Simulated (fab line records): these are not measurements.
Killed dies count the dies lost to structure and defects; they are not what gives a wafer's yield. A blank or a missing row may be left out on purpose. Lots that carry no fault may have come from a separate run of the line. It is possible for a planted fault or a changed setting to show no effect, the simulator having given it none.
Matching of chambers    flow nand-harc    3 sister chambers for NHARC_A_M0_PRE_CLEAN_31 on pecvd-02
The step time 12 s. 6 wafers are shown with their chamber, then 8 later ones without.

EACH WAFER AND ITS CHAMBER
wafer   chamber  heater-power-w (W)
L892.3  0        860
L892.4  0        874
L893.2  2        664
L893.3  1        709
L893.4  1        678
L895.3  2        705

WAFERS MISSING THEIR CHAMBER
wafer   heater-power-w (W)
L895.4  791
L895.6  676
L894.1  696
L894.3  735
L894.4  756
L897.1  864
L897.2  713
L897.4  831

EACH ONE'S CHAMBER
wafer   from the rows above           in truth
L895.4  can't be placed: 0 or 1 or 2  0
L895.6  can't be placed: 2 or 1       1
L894.1  can't be placed: 1 or 2       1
L894.3  can't be placed: 1 or 2       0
L894.4  can't be placed: 1 or 2       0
L897.1  0                             0
L897.2  can't be placed: 1 or 2       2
L897.4  0                             0
Correctly placed: 2 of 8. From these rows, 6 cannot be placed; in 4 the true chamber is one of the candidates. Number placed wrongly: 0.
How it was worked out, from the rows above alone: a wafer's distance from a chamber is the root of the sum, over the readings, of the square of ((its reading less the chamber's mean) divided by the reading's scatter). The wafer belongs to the nearest chamber; if the next one is less than 2 further off, it can't be placed. For every chamber, the mean is computed from those of its wafers that are shown. The scatter is the square root of a quotient: the sum, over the shown wafers, of each reading's squared deviation from its chamber's mean, divided by wafers minus chambers.
